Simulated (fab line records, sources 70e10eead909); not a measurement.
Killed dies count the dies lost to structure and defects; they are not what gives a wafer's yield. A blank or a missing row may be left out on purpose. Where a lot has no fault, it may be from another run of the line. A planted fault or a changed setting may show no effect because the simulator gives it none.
fab line records	flow nand_harc
[record] lots = 13	wafers = 39	last_day = 34
route steps=1302 shown P_START@1 P_ZERO_WELL@44 P_STI@72 END@1302
lots that met no fault: from a run of the same line without faults
start_h: hours from the record's opening day to when the first of the lot's shown wafers began	wait_h: time in hours since the lot's previous step	" repeats the value in the row above	L1.1+2: several wafers, shown together as one row	- value missing, or start not given	* or withheld: withheld	< > ~ a bound
route shown NAME@n: NAME is a module with steps in the file, n the number in the route of the first one	usual: mean/standard deviation of fault-free wafers	same: alike in all rows	chamber/n: place in a boat	sites: the reading at each site	_std_site: standard deviation of those values	_edge_site: outer sites' mean less inner sites'	radius_mm: for every site, how far away it sits from the centre of the wafer	mask NAME#n: copy n	behind: the last tool/chamber to shape the wafer	hold: what put the lot on hold/how long, in hours/how the hold closed	device: which transistor (n, p or np) failed to switch	end of line: the tests these same wafers got at the end of their route	a step given without rows: its recipe and nothing more	killed: not the wafer's yield, but the dies lost to structure and defects at the first sort	map: a wafer's dies, x killed, . not, _ none there
set.NAME: the setting the step ran with; set.NAME@STEP: the setting that earlier step ran with	model.NAME: the simulator's own value behind a step, which no gauge read
the route's steps for a sample of lots (tables are steps, rows are wafers)
services: from which hour (start_h, from the record's first day; less than 0 if before it) a tool's chamber was out of use, for how many hours, and why
[[steps]]
[step NHARC_P_START_INSPECT_01]
[usual] raw_defect_count = 3.7/1.9
lot.wafer	tool	chamber	start_h	wait_h	raw_defect_count
L258.1	defect_inspect-01	-	20.04	-	4
L258.2	"	-	"	"	5
L258.6	"	-	"	"	3
L259.3	defect_inspect-02	-	30.04	-	3
L259.4	"	-	"	"	5
L259.6	"	-	"	"	3
L261.2	defect_inspect-01	-	50.04	-	3
L261.3	"	-	"	"	4
L261.4	"	-	"	"	5
L263.4	defect_inspect-01	-	70.05	-	1
L263.5	"	-	"	"	9
L263.6	"	-	"	"	6
L265.1	defect_inspect-02	-	90.04	-	5
L265.4	"	-	"	"	3
L265.5	"	-	"	"	5
L266.3	defect_inspect-02	-	100.05	-	3
L266.5	"	-	"	"	4
L266.6	"	-	"	"	5
L268.2	defect_inspect-02	-	120.04	-	1
L268.3	"	-	"	"	5
L268.4	"	-	"	"	1
L269.1	defect_inspect-02	-	130.03	-	3
L269.2	"	-	"	"	3
L269.4	"	-	"	"	5
L270.1	defect_inspect-01	-	140.04	-	2
L270.2	"	-	"	"	4
L270.6	"	-	"	"	4
L271.1	defect_inspect-02	-	150.04	-	1
L271.5	"	-	"	"	4
L271.6	"	-	"	"	9
L272.2	defect_inspect-02	-	160.04	-	3
L272.3	"	-	"	"	5
L272.6	"	-	"	"	2
L280.3	defect_inspect-01	-	240.04	-	4
L280.4	"	-	"	"	0
L280.6	"	-	"	"	5
L281.2	defect_inspect-01	-	250.04	-	5
L281.3	"	-	"	"	5
L281.4	"	-	"	"	7
[step NHARC_P_ZERO_WELL_CD_MEAS_37]
[recipe] target_cd_nm = 720	landing_energy_ev = 500
[usual] cd_nm = 720.7/1.7
lot.wafer	tool	chamber	start_h	wait_h	cd_nm
L258.1	cd_sem-02	0	24.24	-	721.8
L258.2	"	0	"	"	718.8
L258.6	"	0	"	"	722.5
L259.3	cd_sem-01	0	34.34	-	723.7
L259.4	"	0	"	"	720.4
L259.6	"	0	"	"	719.1
L261.2	cd_sem-03	0	53.96	-	720.8
L261.3	"	0	"	"	718.6
L261.4	"	0	"	"	720.0
L263.4	cd_sem-01	0	74.23	-	720.8
L263.5	"	0	"	"	720.7
L263.6	"	0	"	"	719.0
L265.1	cd_sem-01	0	94.03	-	719.3
L265.4	"	0	"	"	721.9
L265.5	"	0	"	"	724.0
L266.3	cd_sem-01	0	104.28	-	719.2
L266.5	"	0	"	"	718.3
L266.6	"	0	"	"	721.7
L268.2	cd_sem-03	0	124.13	-	719.4
L268.3	"	0	"	"	722.6
L268.4	"	0	"	"	722.1
L269.1	cd_sem-03	0	134.14	-	718.1
L269.2	"	0	"	"	719.2
L269.4	"	0	"	"	720.1
L270.1	cd_sem-03	0	143.97	-	721.0
L270.2	"	0	"	"	719.4
L270.6	"	0	"	"	722.8
L271.1	cd_sem-03	0	154.31	-	718.6
L271.5	"	0	"	"	720.4
L271.6	"	0	"	"	719.8
L272.2	cd_sem-02	0	164.10	-	718.0
L272.3	"	0	"	"	722.4
L272.6	"	0	"	"	721.5
L280.3	cd_sem-01	0	244.18	-	723.2
L280.4	"	0	"	"	717.2
L280.6	"	0	"	"	718.9
L281.2	cd_sem-02	0	253.97	-	719.6
L281.3	"	0	"	"	720.6
L281.4	"	0	"	"	718.5
[step NHARC_P_ZERO_WELL_DESCUM_39]
[recipe] time_s = 3	o2_flow_sccm = 200	ar_flow_sccm = 0	bias_power_w = 0	chemistry = O2
[usual] drypump_motor_current_A = 5.70/0.27	oes_product_au = 0.996/0.011	rf_vpp_V = 57.6/0.94	showerhead_plenum_p_Torr = 1.88/0.082	throttle_valve_pct = 11.309/0.0082
lot.wafer	tool	chamber	start_h	wait_h	drypump_motor_current_A	oes_product_au	rf_hours_counter_h	rf_vpp_V	showerhead_plenum_p_Torr	throttle_valve_pct
L258.2	rie_diel-11	2	24.45	-	6.05	1.026	40	57.3	1.81	11.324
L258.1	"	3	"	"	5.67	0.985	39	57.6	1.93	11.302
L258.6	"	2	"	"	6.06	1.016	-	56.6	1.81	11.307
L259.4	rie_diel-05	3	34.51	-	6.04	0.988	53	57.9	1.98	11.314
L259.3	"	0	"	"	5.58	0.993	55	57.1	1.85	11.328
L259.6	"	3	"	"	6.05	0.984	-	59.6	1.98	11.324
L261.2	rie_diel-09	2	54.12	-	5.84	0.986	24	58.7	1.99	11.302
L261.3	"	3	"	"	5.34	0.999	24	57.2	1.81	11.310
L261.4	"	1	"	"	5.44	0.998	23	58.4	2.01	11.316
L263.4	rie_diel-11	1	74.38	-	5.46	1.018	61	57.5	1.84	11.304
L263.6	"	1	"	"	5.48	1.025	-	58.2	1.84	11.314
L263.5	"	2	"	"	6.07	1.012	-	56.8	1.80	11.318
L265.1	rie_diel-09	0	94.21	-	5.28	1.003	37	56.0	1.80	11.293
L265.5	"	0	"	"	5.29	1.011	-	55.2	1.80	11.318
L265.4	"	1	"	"	5.46	1.009	-	59.8	2.00	11.301
L266.3	rie_diel-09	1	104.45	-	5.43	1.003	41	58.8	2.00	11.298
L266.6	"	0	"	"	5.31	1.014	-	57.2	1.79	11.318
L266.5	"	2	"	"	5.85	0.986	-	59.0	1.99	11.310
L268.3	rie_diel-11	0	124.29	-	5.94	1.003	11	56.7	1.81	11.303
L268.4	"	2	"	"	6.06	0.995	9	57.8	1.80	11.298
L268.2	"	3	"	"	5.68	0.986	10	58.2	1.91	11.314
L269.4	rie_diel-09	3	134.31	-	5.34	1.001	32	55.7	1.80	11.299
L269.1	"	0	"	"	5.31	1.016	50	57.2	1.79	11.305
L269.2	"	1	"	"	5.44	1.002	51	57.2	2.00	11.317
L270.1	rie_diel-11	0	144.14	-	5.94	1.004	15	56.0	1.81	11.305
L270.2	"	3	"	"	5.70	0.979	14	58.7	1.91	11.305
L270.6	"	1	"	"	5.47	0.997	-	58.8	1.83	11.309
L271.1	rie_diel-09	3	154.53	-	5.33	1.007	0	58.3	1.80	11.305
L271.6	"	0	"	"	5.31	1.003	-	57.8	1.79	11.312
L271.5	"	1	"	"	5.46	1.006	-	57.2	2.00	11.305
L272.2	rie_diel-11	0	164.36	-	5.95	1.014	25	56.5	1.81	11.309
L272.3	"	1	"	"	5.47	0.997	26	58.2	1.83	11.319
L272.6	"	3	"	"	5.67	0.986	-	56.0	1.91	11.312
L280.4	rie_diel-11	1	244.33	-	5.47	1.005	51	57.4	1.82	11.317
L280.3	"	0	"	"	5.95	1.018	47	56.0	1.80	11.324
L280.6	"	1	"	"	5.48	1.007	-	57.1	1.82	11.317
L281.3	rie_diel-11	3	254.12	-	5.70	0.983	53	56.7	1.90	11.310
L281.2	"	0	"	"	5.94	1.006	50	57.1	1.80	11.319
L281.4	"	1	"	"	5.47	0.997	54	57.4	1.82	11.315
[step NHARC_P_STI_OXIDE_29]
[recipe] target_thk_a = 100	temp_c = 900	ox_time_s = 1362	material = SiO2
[usual] zone_power_bottom_pct = 27.7/2.1
lot.wafer	tool	chamber	start_h	wait_h	zone_power_bottom_pct
L258.1	furnace-06	0	32.84	-	27.6
L258.2	"	0	"	"	27.4
L258.6	"	0	"	"	27.3
L259.3	furnace-02	0	43.03	-	25.9
L259.4	"	0	"	"	25.2
L259.6	"	0	"	"	25.6
L261.2	furnace-06	0	61.36	-	27.3
L261.3	"	0	"	"	27.4
L261.4	"	0	"	"	27.5
L263.4	furnace-02	0	82.74	-	25.6
L263.5	"	0	"	"	25.9
L263.6	"	0	"	"	25.8
L265.1	furnace-02	0	101.46	-	25.5
L265.4	"	0	"	"	25.6
L265.5	"	0	"	"	25.7
L266.3	furnace-02	0	112.54	-	25.0
L266.5	"	0	"	"	25.8
L266.6	"	0	"	"	25.6
L268.2	furnace-06	0	136.89	-	27.1
L268.3	"	0	"	"	28.0
L268.4	"	0	"	"	26.7
L269.1	furnace-06	0	143.58	-	27.4
L269.2	"	0	"	"	27.3
L269.4	"	0	"	"	27.2
L270.1	furnace-06	0	151.60	-	27.6
L270.2	"	0	"	"	27.6
L270.6	"	0	"	"	27.5
L271.1	furnace-05	0	161.52	-	30.6
L271.5	"	0	"	"	31.2
L271.6	"	0	"	"	30.9
L272.2	furnace-06	0	171.46	-	27.6
L272.3	"	0	"	"	27.4
L272.6	"	0	"	"	27.6
L280.3	furnace-02	0	252.47	-	25.6
L280.4	"	0	"	"	25.6
L280.6	"	0	"	"	25.3
L281.2	furnace-05	0	260.75	-	30.8
L281.3	"	0	"	"	31.2
L281.4	"	0	"	"	31.2
[step NHARC_P_STI_INSPECT_11]
[usual] raw_defect_count = 6/3.4
lot.wafer	tool	chamber	start_h	wait_h	raw_defect_count
L258.1	defect_inspect-01	-	44.04	0.0	3
L258.2	"	-	"	"	6
L258.6	"	-	"	"	7
L259.3	defect_inspect-01	-	54.44	0.0	9
L259.4	"	-	"	"	5
L259.6	"	-	"	"	6
L261.2	defect_inspect-02	-	72.79	0.0	5
L261.3	"	-	"	"	7
L261.4	"	-	"	"	5
L263.4	defect_inspect-01	-	94.10	0.0	7
L263.5	"	-	"	"	3
L263.6	"	-	"	"	5
L265.1	defect_inspect-02	-	113.69	0.1	7
L265.4	"	-	"	"	3
L265.5	"	-	"	"	9
L266.3	defect_inspect-01	-	123.85	0.0	6
L266.5	"	-	"	"	5
L266.6	"	-	"	"	8
L268.2	defect_inspect-01	-	148.27	0.0	4
L268.3	"	-	"	"	2
L268.4	"	-	"	"	5
L269.1	defect_inspect-01	-	155.05	0.0	9
L269.2	"	-	"	"	11
L269.4	"	-	"	"	6
L270.1	defect_inspect-01	-	162.95	0.0	560
L270.2	"	-	"	"	575
L270.6	"	-	"	"	568
L271.1	defect_inspect-02	-	172.97	0.0	9
L271.5	"	-	"	"	8
L271.6	"	-	"	"	5
L272.2	defect_inspect-02	-	182.88	0.0	534
L272.3	"	-	"	"	499
L272.6	"	-	"	"	531
L280.3	defect_inspect-01	-	263.71	0.0	2
L280.4	"	-	"	"	4
L280.6	"	-	"	"	15
L281.2	defect_inspect-02	-	272.10	0.0	3
L281.3	"	-	"	"	5
L281.4	"	-	"	"	1
[step NHARC_END_SORT_01]
[recipe] temp_c = 25
[usual] killed_at_array = 53/21	killed_at_other = 1.1/1.5	killed_at_periphery = 3.9/2.7	killed_dies = 58/21	killed_open = 3.4/1.9	killed_short = 2.3/1.5
[same] gross_dies = 677
lot.wafer	tool	chamber	start_h	wait_h	killed_at_array	killed_at_other	killed_at_periphery	killed_dies	killed_open	killed_short
L265.1	prober-02	0	648.21	2.5	99	0	11	110	6	2
L265.4	prober-02	0	650.61	3.4	91	0	7	98	2	2
L265.5	prober-02	0	651.41	3.7	98	1	4	103	2	5
L269.1	prober-01	0	677.37	2.5	58	1	6	65	2	6
L269.2	prober-01	0	678.16	2.8	50	0	9	59	2	3
L269.4	prober-01	0	679.76	3.4	49	0	5	54	3	1
L268.2	prober-02	0	678.22	2.8	67	1	6	74	2	4
L268.3	prober-02	0	679.03	3.1	54	0	0	54	3	1
L268.4	prober-02	0	679.83	3.4	53	0	1	54	2	2
L270.1	prober-02	0	695.75	2.5	67	0	339	406	3	2
L270.2	prober-02	0	696.56	2.8	39	0	355	394	0	3
L270.6	prober-02	0	699.80	4.0	48	0	350	398	3	1
L272.2	prober-02	0	704.44	2.8	49	0	348	397	0	1
L272.3	prober-02	0	705.25	3.1	37	0	346	383	8	1
L272.6	prober-02	0	707.66	4.0	44	0	357	401	4	4
// killed by level:class
L265.1 A_SLIT:chamber_film_flake=34 A_CHANNEL_HOLE_D1:chamber_film_flake=31 A_CHANNEL_HOLE_D2:chamber_film_flake=18 P_GATE:chamber_film_flake=4 P_M1:chamber_film_flake=3 A_STAIRCASE:chamber_film_flake=3 A_CHANNEL_FILL_D2:chamber_film_flake=3 A_DECK1_JOINT:geometric_particle:open=2
L265.4 A_SLIT:chamber_film_flake=31 A_CHANNEL_HOLE_D1:chamber_film_flake=25 A_CHANNEL_HOLE_D2:chamber_film_flake=18 A_STAIRCASE:chamber_film_flake=6 A_CHANNEL_FILL_D2:chamber_film_flake=5 P_M1:chamber_film_flake=3 P_GATE:chamber_film_flake=2 P_M0:geometric_particle:open=1
L265.5 A_SLIT:chamber_film_flake=43 A_CHANNEL_HOLE_D1:chamber_film_flake=24 A_CHANNEL_HOLE_D2:chamber_film_flake=14 A_CHANNEL_FILL_D2:chamber_film_flake=5 A_STAIRCASE:chamber_film_flake=4 A_WL_FILL:geometric_particle:short=2 A_CONTACT:chamber_film_flake=2 P_STI:geometric_particle:short=1
L269.1 A_SLIT:chamber_film_flake=33 A_STAIRCASE:chamber_film_flake=6 A_CHANNEL_HOLE_D1:chamber_film_flake=5 P_CONTACT:chamber_film_flake=4 A_BLC:chamber_film_flake=4 A_CONTACT:chamber_film_flake=3 P_STI:geometric_particle:short=1 P_M2:geometric_particle:open=1
L269.2 A_SLIT:chamber_film_flake=26 A_BLC:chamber_film_flake=7 P_CONTACT:chamber_film_flake=5 A_CHANNEL_HOLE_D1:chamber_film_flake=5 A_STAIRCASE:chamber_film_flake=3 A_CONTACT:chamber_film_flake=3 A_M0:geometric_particle:open=2 P_STI:chamber_film_flake=2
L268.2 A_CHANNEL_HOLE_D1:chamber_film_flake=35 A_CHANNEL_HOLE_D2:chamber_film_flake=18 A_CONTACT:chamber_film_flake=6 P_GATE:chamber_film_flake=2 A_DECK1_JOINT:chamber_film_flake=2 A_STAIRCASE:chamber_film_flake=2 P_CONTACT:geometric_particle:open=1 P_M0:geometric_particle:short=1
L268.3 A_CHANNEL_HOLE_D1:chamber_film_flake=30 A_CHANNEL_HOLE_D2:chamber_film_flake=10 A_CONTACT:chamber_film_flake=3 A_BLC:chamber_film_flake=2 A_DECK1_JOINT:geometric_particle:open=1 A_ONON_D2:geometric_particle:open=1 A_WL_FILL:geometric_particle:short=1 A_M0:geometric_particle:open=1
L269.4 A_SLIT:chamber_film_flake=29 A_CHANNEL_HOLE_D1:chamber_film_flake=6 A_CONTACT:chamber_film_flake=5 P_CONTACT:chamber_film_flake=4 A_BLC:chamber_film_flake=4 A_DECK1_JOINT:geometric_particle:open=2 A_WL_FILL:geometric_particle:short=1 A_M0:geometric_particle:open=1
L268.4 A_CHANNEL_HOLE_D1:chamber_film_flake=24 A_CHANNEL_HOLE_D2:chamber_film_flake=20 A_STAIRCASE:chamber_film_flake=2 A_CONTACT:chamber_film_flake=2 A_CHANNEL_FILL_D1:geometric_particle:open=1 A_ONON_D2:geometric_particle:short=1 A_CONTACT:geometric_particle:short=1 A_M0:geometric_particle:open=1
L270.1 P_STI:unspecified=338 A_CHANNEL_HOLE_D1:chamber_film_flake=32 A_SLIT:chamber_film_flake=25 A_CONTACT:chamber_film_flake=4 P_M2:geometric_particle:open=1 A_CHANNEL_FILL_D1:geometric_particle:short=1 A_ONON_D2:geometric_particle:short=1 A_ONON_D2:geometric_particle:open=1
L270.2 P_STI:unspecified=355 A_SLIT:chamber_film_flake=22 A_CHANNEL_HOLE_D1:chamber_film_flake=8 A_CONTACT:chamber_film_flake=2 A_CHANNEL_HOLE_D2:chamber_film_flake=2 A_SOURCE_PLATE:geometric_particle:short=1 A_CHANNEL_FILL_D1:geometric_particle:short=1 A_WL_FILL:geometric_particle:short=1
L270.6 P_STI:unspecified=349 A_CHANNEL_HOLE_D1:chamber_film_flake=21 A_SLIT:chamber_film_flake=19 A_WL_FILL:chamber_film_flake=2 A_CONTACT:chamber_film_flake=2 A_SGD_CUT:geometric_particle:open=1 A_CHANNEL_HOLE_D1:geometric_particle:short=1 A_CHANNEL_FILL_D1:geometric_particle:open=1
L272.2 P_STI:unspecified=347 A_CHANNEL_HOLE_D1:chamber_film_flake=22 A_CHANNEL_HOLE_D2:chamber_film_flake=22 A_SLIT:chamber_film_flake=2 A_SOURCE_PLATE:geometric_particle:short=1 P_M0:chamber_film_flake=1 A_STAIRCASE:chamber_film_flake=1 A_WL_FILL:chamber_film_flake=1
L272.3 P_STI:unspecified=341 A_CHANNEL_HOLE_D2:chamber_film_flake=13 A_CHANNEL_HOLE_D1:chamber_film_flake=13 P_CONTACT:geometric_particle:open=3 A_BONDPAD:chamber_film_flake=3 A_DECK1_JOINT:geometric_particle:open=2 A_CONTACT:chamber_film_flake=2 P_M0:geometric_particle:open=1
L272.6 P_STI:unspecified=356 A_CHANNEL_HOLE_D1:chamber_film_flake=18 A_CHANNEL_HOLE_D2:chamber_film_flake=12 A_SLIT:chamber_film_flake=2 A_CONTACT:chamber_film_flake=2 A_BONDPAD:chamber_film_flake=2 P_M0:geometric_particle:open=1 A_SOURCE_PLATE:geometric_particle:short=1
[[services]]
tool	chamber	start_h	hours	kind
rie_diel-09	-	6.62	2.5	repair
rie_diel-05	3	21.56	9.9	repair
rie_diel-11	1	22.45	3.0	repair
rie_diel-05	0	48.07	2.3	repair
rie_diel-05	-	52.60	9.0	pm
rie_diel-09	3	72.07	46.2	repair
rie_diel-05	2	76.34	6.3	repair
rie_diel-11	-	81.79	9.0	pm
furnace-05	-	116.98	26.0	pm
rie_diel-05	0	124.09	3.5	repair
rie_diel-05	2	128.11	4.4	repair
rie_diel-09	-	143.62	9.0	pm
rie_diel-11	3	172.14	8.8	repair
rie_diel-05	2	172.77	9.9	repair
furnace-05	-	182.39	5.5	repair
rie_diel-11	0	182.85	2.5	repair
rie_diel-09	1	187.75	7.5	repair
rie_diel-05	-	191.97	0.2	repair
rie_diel-09	-	194.53	0.2	repair
rie_diel-11	0	200.53	12.7	repair
rie_diel-05	1	223.32	14.4	repair
rie_diel-09	2	247.08	1.7	repair
rie_diel-11	0	257.08	4.7	repair
rie_diel-11	-	258.79	9.0	pm
[[key]]
[first_sign] step = NHARC_P_STI_INSPECT_11	reading = raw_defect_count	direction = up	sigmas = 99+	usual = 6	struck = 544
[effect] step = NHARC_END_SORT_01	reading = killed_at_periphery	direction = up	sigmas = 99+	usual = 3.9	struck = 349.2
[more_kills_born_at] NHARC_P_STI_OXIDE_29@furnace-06 = 2086
met_at NHARC_P_STI_OXIDE_29
struck_lots L270,L272
tester_left_out L270,L272
not_acting_at NHARC_P_START_INSPECT_01,NHARC_P_ZERO_WELL_CD_MEAS_37,NHARC_P_ZERO_WELL_DESCUM_39
onset_between 143.58 151.60
[fault] kind = chamber_particle_source	tool = furnace-06	chamber = -	onset_h = 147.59	steps = NHARC_P_STI_OXIDE_29	rate_per_visit_cm2 = 0.82876	end_h = 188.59
// tester_left_out: of these lots the tester's yield and bins aren't shown, on N5 and GAA mostly nor the transistor test; their killed dies are dies lost to structure and defects alone, not to doping, threshold or leakage, so they don't give the yield
